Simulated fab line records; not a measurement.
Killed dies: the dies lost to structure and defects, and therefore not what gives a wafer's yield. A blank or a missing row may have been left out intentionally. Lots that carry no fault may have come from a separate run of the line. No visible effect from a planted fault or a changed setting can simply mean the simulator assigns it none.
Chamber matching || flow n5Finfet || rieDiel-04 running N5_HKMG_FIN_ETCH_35: 4 sister chambers
The step etches SOC in N2/H2, target depth 215.8 nm, time 243.4 s. 4 wafers are shown with their chamber, then 9 later ones without.

## WAFERS, EACH WITH ITS CHAMBER
{"wafer": "L088.1", "chamber": 0, "throttleValvePct (%)": 17.87}
{"wafer": "L088.2", "chamber": 3, "throttleValvePct (%)": 17.90}
{"wafer": "L088.5", "chamber": 2, "throttleValvePct (%)": 18.12}
{"wafer": "L088.6", "chamber": 1, "throttleValvePct (%)": 17.60}

## WAFERS MISSING THEIR CHAMBER
{"wafer": "L089.2", "throttleValvePct (%)": 17.59}
{"wafer": "L089.3", "throttleValvePct (%)": 17.88}
{"wafer": "L089.6", "throttleValvePct (%)": 18.13}
{"wafer": "L090.1", "throttleValvePct (%)": 17.61}
{"wafer": "L090.2", "throttleValvePct (%)": 17.86}
{"wafer": "L090.3", "throttleValvePct (%)": 17.93}
{"wafer": "L097.2", "throttleValvePct (%)": 18.15}
{"wafer": "L097.3", "throttleValvePct (%)": 17.97}
{"wafer": "L097.6", "throttleValvePct (%)": 18.16}

## THE CHAMBER EACH PASSED THROUGH
{"wafer": "L089.2", "from the rows above": 1, "in truth": 1}
{"wafer": "L089.3", "from the rows above": "can't be placed: 0 or 3", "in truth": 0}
{"wafer": "L089.6", "from the rows above": 2, "in truth": 2}
{"wafer": "L090.1", "from the rows above": 1, "in truth": 1}
{"wafer": "L090.2", "from the rows above": "can't be placed: 0 or 3", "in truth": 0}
{"wafer": "L090.3", "from the rows above": "can't be placed: 3 or 0", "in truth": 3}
{"wafer": "L097.2", "from the rows above": 2, "in truth": 2}
{"wafer": "L097.3", "from the rows above": "can't be placed: 3 or 0", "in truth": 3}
{"wafer": "L097.6", "from the rows above": 2, "in truth": 2}
Correct placement for 5 of the 9. Cannot be placed on the basis of these rows: 4; the candidates contain the true chamber in 4. Wrongly placed: 0.
How it was worked out, from the rows above alone: a wafer's distance from a chamber is the root of the sum, over the readings, of the square of ((its reading less the chamber's mean) divided by the reading's scatter). The wafer belongs to the nearest chamber; if the next one is less than 2 further off, it can't be placed. For every chamber, the mean is computed from those of its wafers that are shown. The scatter (one wafer shown for each chamber): square how far every hidden wafer sits from the nearest shown wafer, average those squares and take the square root.
